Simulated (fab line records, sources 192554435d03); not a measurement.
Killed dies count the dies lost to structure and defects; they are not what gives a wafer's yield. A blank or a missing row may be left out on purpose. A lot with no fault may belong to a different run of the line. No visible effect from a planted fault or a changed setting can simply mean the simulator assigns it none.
Split-lot study -- flow n5Finfet -- 21 wafers read across 7 lots, on a route 1938 steps long

## ABOUT THE SPLIT
At N5_BEOL_M11_COAT_63 (time 60 s, resist thk 100 nm), the setting spinRpm was moved away from the recipe's 1500 rpm on 7 of the 21 wafers read, by -7.3% to +10.1%. This setting was run at the recipe's value on the other wafers.

## FROM THE SPLIT TO THE READING: what the file shows between them, 8 steps
- N5_BEOL_M11_EXPOSE_25: exposes mask V10 (also split here: doseMj)
- N5_BEOL_M11_PEB_26: peb time 60 s
- N5_BEOL_M11_DEVELOP_27: develop time 30 s
- N5_BEOL_M11_CD_MEAS_28: target cd 70 nm
- N5_BEOL_M11_DESCUM_33: chemistry O2, time 7.9 s
- N5_BEOL_M11_ETCH_65: etches SiARC in CF4, target depth 39 nm, time 65 s
- N5_BEOL_M11_ETCH_66: etches SOC in N2/H2, target depth 120 nm, overetch 24 nm, time 180 s
- N5_BEOL_M11_STRIP_69: strips in N2/H2

## THE READING
SOC_of_BEOL_M11_COAT_63.thkNm (the simulator's own value, which no gauge read), in nm, at N5_BEOL_M11_VIA_ETCH_34 (etches SiCOH lowk in C4F6/O2, target depth 184.5 nm, time 69.2 s). No usual value for it is given in the file. Across the 14 wafers here that went through the recipe, the average is 92.2 nm and the standard deviation 0.33 nm.

wafer,"tool, chamber at the split","spinRpm as run, rpm",against the recipe,"SOC_of_BEOL_M11_COAT_63.thkNm, nm",against lot-mates on the recipe
L076.1,"lithoTrack-01, 0",1391,-7.3%,96.4,no lot-mate on the recipe
L076.4,"lithoTrack-01, 0",1391,-7.3%,96.4,no lot-mate on the recipe
L076.2,"lithoTrack-01, 0",1391,-7.3%,96.2,no lot-mate on the recipe
L078.2,"lithoTrack-01, 0",1500,recipe,92,-
L078.3,"lithoTrack-01, 0",1500,recipe,91.8,-
L078.5,"lithoTrack-01, 0",1500,recipe,92.2,-
L086.1,"lithoTrack-01, 0",1500,recipe,92.2,-
L086.3,"lithoTrack-01, 0",1500,recipe,92.4,-
L086.6,"lithoTrack-01, 0",1500,recipe,91.8,-
L085.4,"lithoTrack-04, 0",1500,recipe,91.8,-
L085.6,"lithoTrack-04, 0",1500,recipe,91.8,-
L085.5,"lithoTrack-04, 0",1564,+4.3%,89.8,-2.0
L093.2,"lithoTrack-01, 0",1500,recipe,91.8,-
L093.4,"lithoTrack-01, 0",1652,+10.1%,87.2,-4.6
L093.6,"lithoTrack-01, 0",1652,+10.1%,87.4,-4.4
L092.1,"lithoTrack-02, 0",1500,recipe,92.8,-
L092.2,"lithoTrack-02, 0",1500,recipe,92.6,-
L092.5,"lithoTrack-02, 0",1500,recipe,92.6,-
L096.2,"lithoTrack-01, 0",1500,recipe,92.2,-
L096.3,"lithoTrack-01, 0",1500,recipe,92.2,-
L096.4,"lithoTrack-01, 0",1399,-6.7%,95.8,+3.6

FIT RESULTS
A straight line over all 21 wafers: SOC_of_BEOL_M11_COAT_63.thkNm changes by -0.523 nm for each +1% of spinRpm; r = -0.99; the points scatter about the line by 0.34 nm.
The same after taking each lot's own level away (the mean of its wafers on the recipe; 18 wafers): -0.464 nm for each +1%; r = -0.99; scatter 0.19 nm.
On that fit, the largest move of spinRpm shifts the reading by 4.7 nm.
The lots' own levels span 91.80 to 92.67 nm, that is 2.6 times the standard deviation above.
So the lot-to-lot level changes the slope: the two fits differ.
Check: with one of the wafers moved furthest among these (+10.1%) left out of the fit, the line predicts -4.69 nm for it against its lot-mates. It came out at -4.6 nm against them.

## THESE WAFERS: OTHER SPLITS
Other splits were also applied to these wafers ahead of the reading. Each is held against what the fit with the lots' levels taken away leaves over:
other split on the same wafers,wafers away from the commonest value,r with SOC_of_BEOL_M11_COAT_63.thkNm (lot level and that fit taken away)
N5_BEOL_M9_COAT_60 spinRpm,6,-0.05
N5_BEOL_M10_COAT_22 spinRpm,7,+0.49
N5_BEOL_M10_DEVELOP_27 developTimeS,5,+0.31
N5_BEOL_M11_EXPOSE_25 doseMj,5,+0.24

## THE WHOLE CHAIN: every reading that the file lists as answering this split, in the file's order
step,what it does,reading,change (the file's fit),r (the file's)
N5_BEOL_M11_COAT_63,"time 60 s, resist thk 100 nm","SOC_of_BEOL_M11_COAT_63.thkNm (the simulator's own value, which no gauge read)",-0.49 nm for each +1% of the setting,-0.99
N5_BEOL_M11_ETCH_66,"etches SOC in N2/H2, target depth 120 nm, overetch 24 nm, time 180 s","etch.depthNm (the simulator's own value, which no gauge read)",-0.487 nm for each +1% of the setting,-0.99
N5_BEOL_M11_VIA_ETCH_34,"etches SiCOH lowk in C4F6/O2, target depth 184.5 nm, time 69.2 s","SOC_of_BEOL_M11_COAT_63.thkNm (the simulator's own value, which no gauge read)",-0.471 nm for each +1% of the setting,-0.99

## FILE'S OWN FIT
SOC_of_BEOL_M11_COAT_63.thkNm changes by -0.471 nm for each +1% of spinRpm, r = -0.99.
